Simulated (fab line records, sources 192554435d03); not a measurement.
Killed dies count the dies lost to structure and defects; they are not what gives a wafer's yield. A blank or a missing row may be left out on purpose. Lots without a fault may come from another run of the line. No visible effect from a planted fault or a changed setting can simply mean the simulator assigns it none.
Split-lot experiment + flow n5_finfet + route with 1938 steps; 7 lots, 21 wafers read

SPLIT DETAILS
At N5_ZERO_LAYER_COAT_05 (resist thk 1000 nm), the setting spin_rpm was moved away from the recipe's 1500 rpm on 3 of the 21 wafers read, by -5.5% to -3.5%. This setting was run at the recipe's value on the other wafers.

FROM THE SPLIT TO THE READING: what the file shows between them, 5 steps
- N5_ZERO_LAYER_PEB_09 (also split here: peb_time_s)
- N5_ZERO_LAYER_DEVELOP_10: develop time 60 s
- N5_ZERO_LAYER_HARDBAKE_23: time 120 s
- N5_ZERO_LAYER_DESCUM_16: chemistry O2, time 7.9 s
- N5_ZERO_LAYER_ETCH_17: etches SiO2 in CF4, target depth 12 nm, time 13.3 s

THE READING
coat_of_ZERO_LAYER_COAT_05.thk_nm (the simulator's own value, which no gauge read), in nm, at N5_ZERO_LAYER_ETCH_18 (etches Si in HBr/Cl2, target depth 120 nm, time 40 s). The file gives no usual value for it. The 18 wafers here that ran the recipe average 929.2 nm, standard deviation 4.4 nm.

| wafer  | tool, chamber at the split | spin_rpm as run, rpm | against the recipe | coat_of_ZERO_LAYER_COAT_05.thk_nm, nm | against lot-mates on the recipe |
|--------|----------------------------|----------------------|--------------------|---------------------------------------|---------------------------------|
| L074.1 | litho_track-04, 0          | 1500                 | recipe             | 926.5                                 | -                               |
| L074.2 | litho_track-04, 0          | 1500                 | recipe             | 925.3                                 | -                               |
| L074.5 | litho_track-04, 0          | 1500                 | recipe             | 927.1                                 | -                               |
| L075.1 | litho_track-05, 0          | 1448                 | -3.5%              | 947                                   | +25.5                           |
| L075.4 | litho_track-05, 0          | 1500                 | recipe             | 922.2                                 | -                               |
| L075.6 | litho_track-05, 0          | 1500                 | recipe             | 920.9                                 | -                               |
| L079.1 | litho_track-04, 0          | 1500                 | recipe             | 924.8                                 | -                               |
| L079.4 | litho_track-04, 0          | 1418                 | -5.5%              | 957.3                                 | +32.5                           |
| L079.5 | litho_track-04, 0          | 1418                 | -5.5%              | 957                                   | +32.2                           |
| L081.1 | litho_track-04, 0          | 1500                 | recipe             | 932.4                                 | -                               |
| L081.3 | litho_track-04, 0          | 1500                 | recipe             | 931.5                                 | -                               |
| L081.5 | litho_track-04, 0          | 1500                 | recipe             | 926.8                                 | -                               |
| L085.1 | litho_track-03, 0          | 1500                 | recipe             | 937.2                                 | -                               |
| L085.4 | litho_track-03, 0          | 1500                 | recipe             | 932                                   | -                               |
| L085.6 | litho_track-03, 0          | 1500                 | recipe             | 933.8                                 | -                               |
| L086.1 | litho_track-03, 0          | 1500                 | recipe             | 931.5                                 | -                               |
| L086.4 | litho_track-03, 0          | 1500                 | recipe             | 932.2                                 | -                               |
| L086.6 | litho_track-03, 0          | 1500                 | recipe             | 934.7                                 | -                               |
| L092.1 | litho_track-03, 0          | 1500                 | recipe             | 932.6                                 | -                               |
| L092.3 | litho_track-03, 0          | 1500                 | recipe             | 927.2                                 | -                               |
| L092.5 | litho_track-03, 0          | 1500                 | recipe             | 927.7                                 | -                               |

FIT RESULTS
A straight line over all 21 wafers: coat_of_ZERO_LAYER_COAT_05.thk_nm changes by -5.11 nm for each +1% of spin_rpm; r = -0.91; the points scatter about the line by 4.2 nm.
The same after taking each lot's own level away (the mean of its wafers on the recipe; 21 wafers): -6.14 nm for each +1%; r = -0.98; scatter 2 nm.
That fit puts the effect of the largest move of spin_rpm on the reading at 34 nm.
The span of the lots' own levels, 921.55 to 934.33 nm, comes to 2.9 times the standard deviation stated above.
Hence the slope depends on the lot-to-lot level, as the two fits are not the same.
Check: +34.5 nm against its lot-mates is what the line predicts for one of the wafers moved furthest among these (-5.5%) when that wafer is left out of the fit. Against them it came out at +32.5 nm.

THESE WAFERS: OTHER SPLITS
Before the reading, these wafers also passed through other splits. Each is held against what the fit with the lots' levels taken away leaves over:
| other split on the same wafers  | wafers away from the commonest value | r with coat_of_ZERO_LAYER_COAT_05.thk_nm (lot level and that fit taken away) |
|---------------------------------|--------------------------------------|------------------------------------------------------------------------------|
| N5_ZERO_LAYER_PECVD_02 time_s   | 10                                   | -0.12                                                                        |
| N5_ZERO_LAYER_PEB_09 peb_time_s | as run: not given for these wafers   | -                                                                            |

THE WHOLE CHAIN: every reading that the file lists as answering this split, in the file's order
| step                   | what it does                                         | reading                                                                            | change (the file's fit)              | r (the file's) |
|------------------------|------------------------------------------------------|------------------------------------------------------------------------------------|--------------------------------------|----------------|
| N5_ZERO_LAYER_COAT_05  | resist thk 1000 nm                                   | coat_of_ZERO_LAYER_COAT_05.thk_nm (the simulator's own value, which no gauge read) | -5.93 nm for each +1% of the setting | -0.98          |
| N5_ZERO_LAYER_ETCH_18  | etches Si in HBr/Cl2, target depth 120 nm, time 40 s | coat_of_ZERO_LAYER_COAT_05.thk_nm (the simulator's own value, which no gauge read) | -6.32 nm for each +1% of the setting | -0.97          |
| N5_ZERO_LAYER_STRIP_24 | strips in O2                                         | strip_time_to_endpoint_s                                                           | withheld for each +1% of the setting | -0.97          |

FILE'S OWN FIT
coat_of_ZERO_LAYER_COAT_05.thk_nm changes by -6.32 nm for each +1% of spin_rpm, r = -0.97.
